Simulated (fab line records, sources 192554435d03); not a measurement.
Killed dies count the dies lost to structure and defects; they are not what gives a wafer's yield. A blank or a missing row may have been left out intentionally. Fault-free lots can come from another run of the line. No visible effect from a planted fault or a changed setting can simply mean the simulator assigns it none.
fab line records :: flow n5-finfet
record
  lots=12
  wafers=34
  last-day=17
route steps=1938 shown BEOL_M7@1326 BEOL_M8@1335
lots that met no fault: taken from a fault-free run of the same line
start-h: hours from the record's opening day to when the first of the lot's shown wafers began :: wait-h: hours from the lot's prior step to this one :: " as in the row above :: L1.1+2: a single row standing in for several wafers :: - value missing, or start not given :: * or withheld: withheld :: < > ~ a bound
route shown NAME@n: NAME is a module with steps in the file, n the number in the route of the first one :: usual: average and standard deviation across the fault-free wafers :: same: alike in all rows :: chamber/n: place in a boat :: sites: the reading at each site :: _std_site: how widely they spread, as a standard deviation :: _edge_site: mean of outer sites minus mean of inner sites :: radius-mm: for every site, how far away it sits from the centre of the wafer :: mask NAME#n: copy n :: behind: tool/chamber where the wafer was last shaped :: hold: cause of the lot's hold/its duration in hours/its outcome :: device: transistor that didn't switch, given as n, p or np :: end of line: the route-end tests of the same wafers :: a step with no rows: only its recipe :: killed: count of dies lost to structure and defects at first sort (not the wafer's yield) :: map: per-die view of a wafer (x killed, . not killed, _ where there is no die)
set.NAME: the run value of the setting; set.NAME@STEP: its run value at that earlier step :: model.NAME: the simulator's own value behind a step, which no gauge read
one table for each step of the route and one row for each wafer, over a sample of lots
services: a tool's chamber out of use, with start hour (start-h, from the record's first day; less than 0 if before it), hours out, and reason
## steps
# step N5_BEOL_M7_CMP_52
# recipe
  stop-on=SiCOH_lowk
  t-overpolish-s=6.9
  down-force-psi=1
  platen-rpm=50
  clearing-platen-down-force-psi=1.5
  clearing-platen-rpm=50
  post-cmp-clean=cu-alkaline
  target-thk-nm=80
  clearing-platen-pad-velocity-m-s=0.99484
  pad-velocity-m-s=0.99484
# usual
  barrier-field-endpoint-s=29.0/1.2
  motor-current-A=5.9/0.6
  overpolish-run-s=6.900/0.0088
  time-to-endpoint-s=63/5.4
lot.wafer: L592.3
tool: cmp-04
chamber: 0
start-h: 196.17
wait-h: 0.2
barrier-field-endpoint-s: 28.4
motor-current-A: 5.3
overpolish-run-s: 6.898
time-to-endpoint-s: 61

lot.wafer: L592.1
tool: cmp-04
chamber: 1
start-h: 196.17
wait-h: 0.2
barrier-field-endpoint-s: 28.2
motor-current-A: 6.9
overpolish-run-s: 6.898
time-to-endpoint-s: 64

lot.wafer: L592.5
tool: cmp-04
chamber: 0
start-h: 196.17
wait-h: 0.2
barrier-field-endpoint-s: 28.1
motor-current-A: 5.1
overpolish-run-s: 6.902
time-to-endpoint-s: 60

lot.wafer: L590.2
tool: cmp-01
chamber: 2
start-h: 204.64
wait-h: 0.2
barrier-field-endpoint-s: 26.9
motor-current-A: 5.0
overpolish-run-s: 6.900
time-to-endpoint-s: 56

lot.wafer: L590.3
tool: cmp-01
chamber: 3
start-h: 204.64
wait-h: 0.2
barrier-field-endpoint-s: 28.8
motor-current-A: 5.5
overpolish-run-s: 6.913
time-to-endpoint-s: 63

lot.wafer: L590.5
tool: cmp-01
chamber: 1
start-h: 204.64
wait-h: 0.2
barrier-field-endpoint-s: 30.9
motor-current-A: 6.6
overpolish-run-s: 6.887
time-to-endpoint-s: 73

lot.wafer: L591.1
tool: cmp-02
chamber: 2
start-h: 210.18
wait-h: 0.3
barrier-field-endpoint-s: 28.7
motor-current-A: 5.4
overpolish-run-s: 6.917
time-to-endpoint-s: 63

lot.wafer: L591.3
tool: cmp-02
chamber: 0
start-h: 210.18
wait-h: 0.3
barrier-field-endpoint-s: 28.1
motor-current-A: 5.3
overpolish-run-s: 6.901
time-to-endpoint-s: 61

lot.wafer: L591.5
tool: cmp-02
chamber: 2
start-h: 210.18
wait-h: 0.3
barrier-field-endpoint-s: 28.9
motor-current-A: 5.5
overpolish-run-s: 6.901
time-to-endpoint-s: 61

lot.wafer: L593.1
tool: cmp-04
chamber: 2
start-h: 227.21
wait-h: 0.3
barrier-field-endpoint-s: 28.0
motor-current-A: 6.8
overpolish-run-s: 6.885
time-to-endpoint-s: 56

lot.wafer: L593.3
tool: cmp-04
chamber: 1
start-h: 227.21
wait-h: 0.3
barrier-field-endpoint-s: 28.6
motor-current-A: 6.8
overpolish-run-s: 6.898
time-to-endpoint-s: 60

lot.wafer: L593.6
tool: cmp-04
chamber: 2
start-h: 227.21
wait-h: 0.3
barrier-field-endpoint-s: 27.8
motor-current-A: 6.5
overpolish-run-s: 6.917
time-to-endpoint-s: 58

lot.wafer: L594.1
tool: cmp-02
chamber: 3
start-h: 227.26
wait-h: 0.3
barrier-field-endpoint-s: 28.3
motor-current-A: 5.6
overpolish-run-s: 6.905
time-to-endpoint-s: 58

lot.wafer: L594.6
tool: cmp-02
chamber: 2
start-h: 227.26
wait-h: 0.3
barrier-field-endpoint-s: 29.7
motor-current-A: 5.4
overpolish-run-s: 6.895
time-to-endpoint-s: 67

lot.wafer: L595.1
tool: cmp-02
chamber: 1
start-h: 232.44
wait-h: 0.3
barrier-field-endpoint-s: 31.6
motor-current-A: 5.4
overpolish-run-s: 6.904
time-to-endpoint-s: 73

lot.wafer: L595.3
tool: cmp-02
chamber: 2
start-h: 232.44
wait-h: 0.3
barrier-field-endpoint-s: 30.1
motor-current-A: 5.6
overpolish-run-s: 6.920
time-to-endpoint-s: 66

lot.wafer: L595.6
tool: cmp-02
chamber: 1
start-h: 232.44
wait-h: 0.3
barrier-field-endpoint-s: 32.5
motor-current-A: 5.9
overpolish-run-s: 6.904
time-to-endpoint-s: 74

lot.wafer: L597.3
tool: cmp-02
chamber: 2
start-h: 233.16
wait-h: 0.3
barrier-field-endpoint-s: 30.7
motor-current-A: 5.4
overpolish-run-s: 6.891
time-to-endpoint-s: 70

lot.wafer: L597.2
tool: cmp-02
chamber: 3
start-h: 233.16
wait-h: 0.3
barrier-field-endpoint-s: 28.9
motor-current-A: 5.8
overpolish-run-s: 6.899
time-to-endpoint-s: 61

lot.wafer: L597.5
tool: cmp-02
chamber: 0
start-h: 233.16
wait-h: 0.3
barrier-field-endpoint-s: 28.9
motor-current-A: 5.6
overpolish-run-s: 6.904
time-to-endpoint-s: 65

lot.wafer: L598.1
tool: cmp-04
chamber: 1
start-h: 250.97
wait-h: 0.3
barrier-field-endpoint-s: 28.0
motor-current-A: 7.0
overpolish-run-s: 6.887
time-to-endpoint-s: 58

lot.wafer: L598.3
tool: cmp-04
chamber: 2
start-h: 250.97
wait-h: 0.3
barrier-field-endpoint-s: 28.3
motor-current-A: 6.1
overpolish-run-s: 6.918
time-to-endpoint-s: 60

lot.wafer: L598.2
tool: cmp-04
chamber: 3
start-h: 250.97
wait-h: 0.3
barrier-field-endpoint-s: 28.4
motor-current-A: 6.4
overpolish-run-s: 6.904
time-to-endpoint-s: 62

lot.wafer: L608.2
tool: cmp-01
chamber: 1
start-h: 312.85
wait-h: 0.3
barrier-field-endpoint-s: 30.0
motor-current-A: 7.0
overpolish-run-s: 6.898
time-to-endpoint-s: 69

lot.wafer: L608.6
tool: cmp-01
chamber: 3
start-h: 312.85
wait-h: 0.3
barrier-field-endpoint-s: 29.3
motor-current-A: 5.9
overpolish-run-s: 6.910
time-to-endpoint-s: 62

lot.wafer: L608.5
tool: cmp-01
chamber: 0
start-h: 312.85
wait-h: 0.3
barrier-field-endpoint-s: 29.0
motor-current-A: 5.8
overpolish-run-s: 6.901
time-to-endpoint-s: 59

lot.wafer: L611.3
tool: cmp-01
chamber: 1
start-h: 323.03
wait-h: 0.3
barrier-field-endpoint-s: 30.5
motor-current-A: 6.7
overpolish-run-s: 6.892
time-to-endpoint-s: 73

lot.wafer: L611.1
tool: cmp-01
chamber: 3
start-h: 323.03
wait-h: 0.3
barrier-field-endpoint-s: 29.8
motor-current-A: 6.1
overpolish-run-s: 6.897
time-to-endpoint-s: 60

lot.wafer: L611.4
tool: cmp-01
chamber: 0
start-h: 323.03
wait-h: 0.3
barrier-field-endpoint-s: 28.6
motor-current-A: 5.9
overpolish-run-s: 6.905
time-to-endpoint-s: 63

lot.wafer: L612.1
tool: cmp-04
chamber: 3
start-h: 328.26
wait-h: 0.5
barrier-field-endpoint-s: 29.0
motor-current-A: 6.1
overpolish-run-s: 6.881
time-to-endpoint-s: 65

lot.wafer: L612.4
tool: cmp-04
chamber: 0
start-h: 328.26
wait-h: 0.5
barrier-field-endpoint-s: 27.7
motor-current-A: 5.4
overpolish-run-s: 6.887
time-to-endpoint-s: 59

lot.wafer: L612.3
tool: cmp-04
chamber: 1
start-h: 328.26
wait-h: 0.5
barrier-field-endpoint-s: 27.9
motor-current-A: 6.8
overpolish-run-s: 6.911
time-to-endpoint-s: 59

lot.wafer: L613.5
tool: cmp-01
chamber: 3
start-h: 328.31
wait-h: 0.2
barrier-field-endpoint-s: 28.9
motor-current-A: 5.5
overpolish-run-s: 6.902
time-to-endpoint-s: 63

lot.wafer: L613.6
tool: cmp-01
chamber: 0
start-h: 328.31
wait-h: 0.2
barrier-field-endpoint-s: 28.7
motor-current-A: 6.0
overpolish-run-s: 6.902
time-to-endpoint-s: 61
# step N5_BEOL_M7_DEP_56
# recipe
  material=SiCN
  target-thk-a=100
  temp-c=withheld
  precursor=3MS/NH3
  pressure-torr=3
  rf-w=202
  time-s=17.5
# usual
  showerhead-plenum-p-Torr=3.665/0.016
  throttle-valve-pct=9.3/0.46
lot.wafer: L592.1
tool: pecvd-04
chamber: 2
start-h: 196.49
wait-h: 0.0
showerhead-plenum-p-Torr: 3.665
throttle-valve-pct: 8.5

lot.wafer: L592.3
tool: pecvd-04
chamber: 0
start-h: 196.49
wait-h: 0.0
showerhead-plenum-p-Torr: 3.680
throttle-valve-pct: 9.6

lot.wafer: L592.5
tool: pecvd-04
chamber: 0
start-h: 196.49
wait-h: 0.0
showerhead-plenum-p-Torr: 3.674
throttle-valve-pct: 9.9

lot.wafer: L590.2
tool: pecvd-02
chamber: 0
start-h: 204.96
wait-h: 0.0
showerhead-plenum-p-Torr: 3.655
throttle-valve-pct: 9.6

lot.wafer: L590.3
tool: pecvd-02
chamber: 1
start-h: 204.96
wait-h: 0.0
showerhead-plenum-p-Torr: 3.687
throttle-valve-pct: 9.3

lot.wafer: L590.5
tool: pecvd-02
chamber: 0
start-h: 204.96
wait-h: 0.0
showerhead-plenum-p-Torr: 3.662
throttle-valve-pct: 9.2

lot.wafer: L591.1
tool: pecvd-02
chamber: 2
start-h: 210.51
wait-h: 0.0
showerhead-plenum-p-Torr: 3.646
throttle-valve-pct: 8.9

lot.wafer: L591.3
tool: pecvd-02
chamber: 0
start-h: 210.51
wait-h: 0.0
showerhead-plenum-p-Torr: 3.658
throttle-valve-pct: 9.3

lot.wafer: L591.5
tool: pecvd-02
chamber: 0
start-h: 210.51
wait-h: 0.0
showerhead-plenum-p-Torr: 3.659
throttle-valve-pct: 9.5

lot.wafer: L594.1
tool: pecvd-04
chamber: 2
start-h: 227.55
wait-h: 0.0
showerhead-plenum-p-Torr: 3.658
throttle-valve-pct: 8.6

lot.wafer: L594.6
tool: pecvd-04
chamber: 0
start-h: 227.55
wait-h: 0.0
showerhead-plenum-p-Torr: 3.676
throttle-valve-pct: 9.8

lot.wafer: L593.1
tool: pecvd-01
chamber: 0
start-h: 227.56
wait-h: 0.0
showerhead-plenum-p-Torr: 3.681
throttle-valve-pct: 9.3

lot.wafer: L593.3
tool: pecvd-01
chamber: 1
start-h: 227.56
wait-h: 0.0
showerhead-plenum-p-Torr: 3.656
throttle-valve-pct: 9.4

lot.wafer: L593.6
tool: pecvd-01
chamber: 2
start-h: 227.56
wait-h: 0.0
showerhead-plenum-p-Torr: 3.679
throttle-valve-pct: 8.6

lot.wafer: L595.1
tool: pecvd-04
chamber: 2
start-h: 232.80
wait-h: 0.0
showerhead-plenum-p-Torr: 3.677
throttle-valve-pct: 8.7

lot.wafer: L595.3
tool: pecvd-04
chamber: 0
start-h: 232.80
wait-h: 0.0
showerhead-plenum-p-Torr: 3.674
throttle-valve-pct: 9.5

lot.wafer: L595.6
tool: pecvd-04
chamber: 0
start-h: 232.80
wait-h: 0.0
showerhead-plenum-p-Torr: 3.678
throttle-valve-pct: 9.8

lot.wafer: L597.2
tool: pecvd-01
chamber: 0
start-h: 233.44
wait-h: 0.0
showerhead-plenum-p-Torr: 3.674
throttle-valve-pct: 9.7

lot.wafer: L597.3
tool: pecvd-01
chamber: 2
start-h: 233.44
wait-h: 0.0
showerhead-plenum-p-Torr: 3.676
throttle-valve-pct: 8.4

lot.wafer: L597.5
tool: pecvd-01
chamber: 1
start-h: 233.44
wait-h: 0.0
showerhead-plenum-p-Torr: 3.663
throttle-valve-pct: 9.7

lot.wafer: L598.1
tool: pecvd-04
chamber: 2
start-h: 251.29
wait-h: 0.0
showerhead-plenum-p-Torr: 3.667
throttle-valve-pct: 8.4

lot.wafer: L598.2
tool: pecvd-04
chamber: 0
start-h: 251.29
wait-h: 0.0
showerhead-plenum-p-Torr: 3.669
throttle-valve-pct: 9.7

lot.wafer: L598.3
tool: pecvd-04
chamber: 1
start-h: 251.29
wait-h: 0.0
showerhead-plenum-p-Torr: 3.669
throttle-valve-pct: 9.8

lot.wafer: L608.2
tool: pecvd-02
chamber: 2
start-h: 313.13
wait-h: 0.0
showerhead-plenum-p-Torr: 3.638
throttle-valve-pct: 9.0

lot.wafer: L608.5
tool: pecvd-02
chamber: 1
start-h: 313.13
wait-h: 0.0
showerhead-plenum-p-Torr: 3.694
throttle-valve-pct: 9.4

lot.wafer: L608.6
tool: pecvd-02
chamber: 2
start-h: 313.13
wait-h: 0.0
showerhead-plenum-p-Torr: 3.647
throttle-valve-pct: 9.1

lot.wafer: L611.1
tool: pecvd-04
chamber: 1
start-h: 323.38
wait-h: 0.0
showerhead-plenum-p-Torr: 3.656
throttle-valve-pct: 9.5

lot.wafer: L611.3
tool: pecvd-04
chamber: 2
start-h: 323.38
wait-h: 0.0
showerhead-plenum-p-Torr: 3.667
throttle-valve-pct: 8.1

lot.wafer: L611.4
tool: pecvd-04
chamber: 1
start-h: 323.38
wait-h: 0.0
showerhead-plenum-p-Torr: 3.658
throttle-valve-pct: 9.7

lot.wafer: L613.5
tool: pecvd-02
chamber: 2
start-h: 328.54
wait-h: 0.0
showerhead-plenum-p-Torr: 3.645
throttle-valve-pct: 9.0

lot.wafer: L613.6
tool: pecvd-02
chamber: 1
start-h: 328.54
wait-h: 0.0
showerhead-plenum-p-Torr: 3.692
throttle-valve-pct: 9.3

lot.wafer: L612.1
tool: pecvd-04
chamber: 0
start-h: 328.58
wait-h: 0.0
showerhead-plenum-p-Torr: 3.681
throttle-valve-pct: 9.9

lot.wafer: L612.3
tool: pecvd-04
chamber: 2
start-h: 328.58
wait-h: 0.0
showerhead-plenum-p-Torr: 3.669
throttle-valve-pct: 8.0

lot.wafer: L612.4
tool: pecvd-04
chamber: 0
start-h: 328.58
wait-h: 0.0
showerhead-plenum-p-Torr: 3.671
throttle-valve-pct: 9.6
# step N5_BEOL_M8_PECVD_70
# recipe
  material=SiO2
  target-thk-a=200
  temp-c=400
  precursor=TEOS/O2
  pressure-torr=5.5
  rf-w=450
  teos-flow-sccm=53.8
  gas=O2
  flow-sccm=3000
  time-s=22.7
# usual
  heater-power-w=654/92
  showerhead-plenum-p-Torr=8.78/0.065
  susceptor-temp-C=400.00/0.23
  throttle-valve-pct=22.6/0.91
lot.wafer: L592.1
tool: pecvd-02
chamber: 2
start-h: 197.26
wait-h: 0.0
heater-power-w: 728
showerhead-plenum-p-Torr: 8.68
susceptor-temp-C: 400.22
throttle-valve-pct: 21.6

lot.wafer: L592.3
tool: pecvd-02
chamber: 0
start-h: 197.26
wait-h: 0.0
heater-power-w: 573
showerhead-plenum-p-Torr: 8.74
susceptor-temp-C: 399.70
throttle-valve-pct: 23.5

lot.wafer: L592.5
tool: pecvd-02
chamber: 2
start-h: 197.26
wait-h: 0.0
heater-power-w: 736
showerhead-plenum-p-Torr: 8.66
susceptor-temp-C: 400.38
throttle-valve-pct: 21.7

lot.wafer: L590.2
tool: pecvd-02
chamber: 0
start-h: 205.71
wait-h: 0.0
heater-power-w: 549
showerhead-plenum-p-Torr: 8.72
susceptor-temp-C: 400.18
throttle-valve-pct: 22.9

lot.wafer: L590.3
tool: pecvd-02
chamber: 0
start-h: 205.71
wait-h: 0.0
heater-power-w: 567
showerhead-plenum-p-Torr: 8.75
susceptor-temp-C: 399.94
throttle-valve-pct: 23.2

lot.wafer: L590.5
tool: pecvd-02
chamber: 0
start-h: 205.71
wait-h: 0.0
heater-power-w: 573
showerhead-plenum-p-Torr: 8.76
susceptor-temp-C: 400.20
throttle-valve-pct: 23.2

lot.wafer: L591.1
tool: pecvd-03
chamber: 0
start-h: 211.28
wait-h: 0.0
heater-power-w: 621
showerhead-plenum-p-Torr: 8.77
susceptor-temp-C: 400.15
throttle-valve-pct: 21.9

lot.wafer: L591.3
tool: pecvd-03
chamber: 2
start-h: 211.28
wait-h: 0.0
heater-power-w: 839
showerhead-plenum-p-Torr: 8.76
susceptor-temp-C: 400.10
throttle-valve-pct: 22.7

lot.wafer: L591.5
tool: pecvd-03
chamber: 2
start-h: 211.28
wait-h: 0.0
heater-power-w: 852
showerhead-plenum-p-Torr: 8.77
susceptor-temp-C: 400.38
throttle-valve-pct: 22.8

lot.wafer: L594.1
tool: pecvd-03
chamber: 1
start-h: 228.29
wait-h: 0.0
heater-power-w: 481
showerhead-plenum-p-Torr: 8.77
susceptor-temp-C: 399.93
throttle-valve-pct: 22.4

lot.wafer: L594.6
tool: pecvd-03
chamber: 1
start-h: 228.29
wait-h: 0.0
heater-power-w: 477
showerhead-plenum-p-Torr: 8.78
susceptor-temp-C: 400.18
throttle-valve-pct: 22.6

lot.wafer: L593.1
tool: pecvd-02
chamber: 1
start-h: 228.33
wait-h: 0.1
heater-power-w: 786
showerhead-plenum-p-Torr: 8.93
susceptor-temp-C: 399.71
throttle-valve-pct: 23.5

lot.wafer: L593.3
tool: pecvd-02
chamber: 2
start-h: 228.33
wait-h: 0.1
heater-power-w: 694
showerhead-plenum-p-Torr: 8.68
susceptor-temp-C: 399.73
throttle-valve-pct: 21.9

lot.wafer: L593.6
tool: pecvd-02
chamber: 2
start-h: 228.33
wait-h: 0.1
heater-power-w: 707
showerhead-plenum-p-Torr: 8.70
susceptor-temp-C: 399.91
throttle-valve-pct: 21.9

lot.wafer: L595.1
tool: pecvd-02
chamber: 2
start-h: 233.54
wait-h: 0.0
heater-power-w: 724
showerhead-plenum-p-Torr: 8.69
susceptor-temp-C: 399.64
throttle-valve-pct: 21.8

lot.wafer: L595.3
tool: pecvd-02
chamber: 1
start-h: 233.54
wait-h: 0.0
heater-power-w: 678
showerhead-plenum-p-Torr: 8.92
susceptor-temp-C: 399.84
throttle-valve-pct: 23.4

lot.wafer: L595.6
tool: pecvd-02
chamber: 2
start-h: 233.54
wait-h: 0.0
heater-power-w: 728
showerhead-plenum-p-Torr: 8.69
susceptor-temp-C: 400.14
throttle-valve-pct: 21.9

lot.wafer: L597.2
tool: pecvd-03
chamber: 1
start-h: 234.32
wait-h: 0.0
heater-power-w: 511
showerhead-plenum-p-Torr: 8.79
susceptor-temp-C: 399.90
throttle-valve-pct: 22.5

lot.wafer: L597.3
tool: pecvd-03
chamber: 1
start-h: 234.32
wait-h: 0.0
heater-power-w: 503
showerhead-plenum-p-Torr: 8.76
susceptor-temp-C: 400.15
throttle-valve-pct: 23.0

lot.wafer: L597.5
tool: pecvd-03
chamber: 1
start-h: 234.32
wait-h: 0.0
heater-power-w: 494
showerhead-plenum-p-Torr: 8.78
susceptor-temp-C: 400.31
throttle-valve-pct: 22.8

lot.wafer: L598.1
tool: pecvd-02
chamber: 0
start-h: 252.04
wait-h: 0.0
heater-power-w: 631
showerhead-plenum-p-Torr: 8.75
susceptor-temp-C: 399.82
throttle-valve-pct: 23.3

lot.wafer: L598.2
tool: pecvd-02
chamber: 2
start-h: 252.04
wait-h: 0.0
heater-power-w: 703
showerhead-plenum-p-Torr: 8.66
susceptor-temp-C: 399.78
throttle-valve-pct: 22.2

lot.wafer: L598.3
tool: pecvd-02
chamber: 1
start-h: 252.04
wait-h: 0.0
heater-power-w: 774
showerhead-plenum-p-Torr: 8.91
susceptor-temp-C: 399.81
throttle-valve-pct: 23.5

lot.wafer: L608.2
tool: pecvd-02
chamber: 0
start-h: 313.87
wait-h: 0.0
heater-power-w: 564
showerhead-plenum-p-Torr: 8.73
susceptor-temp-C: 399.99
throttle-valve-pct: 23.6

lot.wafer: L608.5
tool: pecvd-02
chamber: 0
start-h: 313.87
wait-h: 0.0
heater-power-w: 551
showerhead-plenum-p-Torr: 8.73
susceptor-temp-C: 399.77
throttle-valve-pct: 23.2

lot.wafer: L608.6
tool: pecvd-02
chamber: 1
start-h: 313.87
wait-h: 0.0
heater-power-w: 842
showerhead-plenum-p-Torr: 8.92
susceptor-temp-C: 409.80
throttle-valve-pct: 23.4

lot.wafer: L611.1
tool: pecvd-04
chamber: 0
start-h: 324.13
wait-h: 0.0
heater-power-w: 593
showerhead-plenum-p-Torr: 8.86
susceptor-temp-C: 400.24
throttle-valve-pct: 24.1

lot.wafer: L611.3
tool: pecvd-04
chamber: 2
start-h: 324.13
wait-h: 0.0
heater-power-w: 749
showerhead-plenum-p-Torr: 8.81
susceptor-temp-C: 399.96
throttle-valve-pct: 20.2

lot.wafer: L611.4
tool: pecvd-04
chamber: 1
start-h: 324.13
wait-h: 0.0
heater-power-w: 686
showerhead-plenum-p-Torr: 8.78
susceptor-temp-C: 399.90
throttle-valve-pct: 24.0

lot.wafer: L613.5
tool: pecvd-04
chamber: 2
start-h: 329.28
wait-h: 0.1
heater-power-w: 764
showerhead-plenum-p-Torr: 8.78
susceptor-temp-C: 399.58
throttle-valve-pct: 20.3

lot.wafer: L613.6
tool: pecvd-04
chamber: 1
start-h: 329.28
wait-h: 0.1
heater-power-w: 604
showerhead-plenum-p-Torr: 8.78
susceptor-temp-C: 399.92
throttle-valve-pct: 23.8

lot.wafer: L612.1
tool: pecvd-03
chamber: 1
start-h: 329.32
wait-h: 0.0
heater-power-w: 491
showerhead-plenum-p-Torr: 8.78
susceptor-temp-C: 399.94
throttle-valve-pct: 22.7

lot.wafer: L612.3
tool: pecvd-03
chamber: 0
start-h: 329.32
wait-h: 0.0
heater-power-w: 633
showerhead-plenum-p-Torr: 8.78
susceptor-temp-C: 399.85
throttle-valve-pct: 22.0

lot.wafer: L612.4
tool: pecvd-03
chamber: 2
start-h: 329.32
wait-h: 0.0
heater-power-w: 788
showerhead-plenum-p-Torr: 8.74
susceptor-temp-C: 400.20
throttle-valve-pct: 21.8
# step N5_BEOL_M8_HM_DEP_02
# recipe
  material=TiN
  target-thk-a=200
  temp-c=25
  chamber-pressure-pa=0.49996
# usual
  throttle-valve-pct=30.3/1.3
lot.wafer: L592.1
tool: pvd-sputter-01
chamber: -
start-h: 199.32
wait-h: 2.0
throttle-valve-pct: 30.4

lot.wafer: L592.3
tool: pvd-sputter-01
chamber: -
start-h: 199.32
wait-h: 2.0
throttle-valve-pct: 30.9

lot.wafer: L592.5
tool: pvd-sputter-01
chamber: -
start-h: 199.32
wait-h: 2.0
throttle-valve-pct: 30.4

lot.wafer: L590.2
tool: pvd-sputter-01
chamber: -
start-h: 206.58
wait-h: 0.8
throttle-valve-pct: 31.1

lot.wafer: L590.3
tool: pvd-sputter-01
chamber: -
start-h: 206.58
wait-h: 0.8
throttle-valve-pct: 27.8

lot.wafer: L590.5
tool: pvd-sputter-01
chamber: -
start-h: 206.58
wait-h: 0.8
throttle-valve-pct: 30.4

lot.wafer: L591.1
tool: pvd-sputter-03
chamber: -
start-h: 212.90
wait-h: 1.6
throttle-valve-pct: 27.8

lot.wafer: L591.3
tool: pvd-sputter-03
chamber: -
start-h: 212.90
wait-h: 1.6
throttle-valve-pct: 31.0

lot.wafer: L591.5
tool: pvd-sputter-03
chamber: -
start-h: 212.90
wait-h: 1.6
throttle-valve-pct: 27.8

lot.wafer: L594.1
tool: pvd-sputter-01
chamber: -
start-h: 229.81
wait-h: 1.5
throttle-valve-pct: 30.6

lot.wafer: L594.6
tool: pvd-sputter-01
chamber: -
start-h: 229.81
wait-h: 1.5
throttle-valve-pct: 27.8

lot.wafer: L593.1
tool: pvd-sputter-01
chamber: -
start-h: 229.91
wait-h: 1.6
throttle-valve-pct: 30.8

lot.wafer: L593.3
tool: pvd-sputter-01
chamber: -
start-h: 229.91
wait-h: 1.6
throttle-valve-pct: 28.0

lot.wafer: L593.6
tool: pvd-sputter-01
chamber: -
start-h: 229.91
wait-h: 1.6
throttle-valve-pct: 27.9

lot.wafer: L595.1
tool: pvd-sputter-02
chamber: -
start-h: 234.55
wait-h: 1.0
throttle-valve-pct: 30.9

lot.wafer: L595.3
tool: pvd-sputter-02
chamber: -
start-h: 234.55
wait-h: 1.0
throttle-valve-pct: 31.9

lot.wafer: L595.6
tool: pvd-sputter-02
chamber: -
start-h: 234.55
wait-h: 1.0
throttle-valve-pct: 31.2

lot.wafer: L597.2
tool: pvd-sputter-01
chamber: -
start-h: 234.79
wait-h: 0.4
throttle-valve-pct: 30.8

lot.wafer: L597.3
tool: pvd-sputter-01
chamber: -
start-h: 234.79
wait-h: 0.4
throttle-valve-pct: 30.2

lot.wafer: L597.5
tool: pvd-sputter-01
chamber: -
start-h: 234.79
wait-h: 0.4
throttle-valve-pct: 30.3

lot.wafer: L598.1
tool: pvd-sputter-01
chamber: -
start-h: 252.62
wait-h: 0.6
throttle-valve-pct: 28.1

lot.wafer: L598.2
tool: pvd-sputter-01
chamber: -
start-h: 252.62
wait-h: 0.6
throttle-valve-pct: 30.1

lot.wafer: L598.3
tool: pvd-sputter-01
chamber: -
start-h: 252.62
wait-h: 0.6
throttle-valve-pct: 30.8

lot.wafer: L608.2
tool: pvd-sputter-01
chamber: -
start-h: 314.54
wait-h: 0.6
throttle-valve-pct: 27.9

lot.wafer: L608.5
tool: pvd-sputter-01
chamber: -
start-h: 314.54
wait-h: 0.6
throttle-valve-pct: 30.7

lot.wafer: L608.6
tool: pvd-sputter-01
chamber: -
start-h: 314.54
wait-h: 0.6
throttle-valve-pct: 30.4

lot.wafer: L611.1
tool: pvd-sputter-02
chamber: -
start-h: 325.43
wait-h: 1.3
throttle-valve-pct: 32.3

lot.wafer: L611.3
tool: pvd-sputter-02
chamber: -
start-h: 325.43
wait-h: 1.3
throttle-valve-pct: 30.8

lot.wafer: L611.4
tool: pvd-sputter-02
chamber: -
start-h: 325.43
wait-h: 1.3
throttle-valve-pct: 31.7

lot.wafer: L613.5
tool: pvd-sputter-01
chamber: -
start-h: 330.21
wait-h: 0.9
throttle-valve-pct: 30.9

lot.wafer: L613.6
tool: pvd-sputter-01
chamber: -
start-h: 330.21
wait-h: 0.9
throttle-valve-pct: 30.6

lot.wafer: L612.1
tool: pvd-sputter-01
chamber: -
start-h: 330.26
wait-h: 0.9
throttle-valve-pct: 28.1

lot.wafer: L612.3
tool: pvd-sputter-01
chamber: -
start-h: 330.26
wait-h: 0.9
throttle-valve-pct: 30.7

lot.wafer: L612.4
tool: pvd-sputter-01
chamber: -
start-h: 330.26
wait-h: 0.9
throttle-valve-pct: 30.7
## services
tool: pecvd-03
chamber: 2
start-h: 183.26
hours: 5.5
kind: scheduled-down

tool: cmp-04
chamber: -
start-h: 183.56
hours: 0.9
kind: repair

tool: pvd-sputter-01
chamber: -
start-h: 194.09
hours: 0.8
kind: repair

tool: pecvd-03
chamber: 1
start-h: 196.50
hours: 16.5
kind: scheduled-down

tool: cmp-01
chamber: -
start-h: 196.55
hours: 4.0
kind: pm

tool: pecvd-02
chamber: 1
start-h: 205.67
hours: 4.9
kind: repair

tool: cmp-01
chamber: -
start-h: 213.32
hours: 1.2
kind: repair

tool: cmp-04
chamber: -
start-h: 244.19
hours: 3.7
kind: pm

tool: cmp-02
chamber: -
start-h: 244.28
hours: 4.8
kind: pm

tool: cmp-02
chamber: -
start-h: 256.68
hours: 4.0
kind: pm

tool: pecvd-04
chamber: 2
start-h: 272.32
hours: 2.5
kind: repair

tool: cmp-04
chamber: -
start-h: 275.10
hours: 4.0
kind: pm

tool: pecvd-03
chamber: 1
start-h: 275.80
hours: 7.2
kind: repair

tool: cmp-04
chamber: -
start-h: 279.10
hours: -
kind: consumable-replace:conditioner

tool: cmp-04
chamber: -
start-h: 279.10
hours: -
kind: consumable-replace:pad

tool: cmp-02
chamber: -
start-h: 292.57
hours: 1.2
kind: repair

tool: pecvd-01
chamber: 2
start-h: 298.12
hours: 1.9
kind: repair

tool: pecvd-01
chamber: -
start-h: 301.37
hours: 14.6
kind: pm

tool: cmp-01
chamber: -
start-h: 303.99
hours: 0.9
kind: repair

tool: cmp-01
chamber: -
start-h: 305.30
hours: 2.1
kind: repair

tool: cmp-04
chamber: -
start-h: 306.94
hours: 3.3
kind: pm

tool: pecvd-03
chamber: -
start-h: 308.30
hours: 0.8
kind: pm

tool: pecvd-02
chamber: -
start-h: 317.36
hours: 0.8
kind: repair

tool: pvd-sputter-02
chamber: -
start-h: 321.23
hours: 1.2
kind: repair
## key
first-sign
  step=N5_BEOL_M8_PECVD_70
  reading=susceptor-temp-C
  direction=up
  sigmas=43
  usual=*
  struck=*
effect none on later readings
met-at N5_BEOL_M8_PECVD_70
struck-lots L608
struck-wafers L608.6
not-acting-at N5_BEOL_M7_CMP_52,N5_BEOL_M7_DEP_56,N5_BEOL_M8_HM_DEP_02
onset-between 252.04 313.87
fault
  kind=process-parameter-drift
  tool=pecvd-02
  chamber=1
  onset-h=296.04
  steps=N5_BEOL_M8_PECVD_70
  channel=temp-c
  offset=*
  shape=step
  end-h=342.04
  acts-in=*
  stated=*
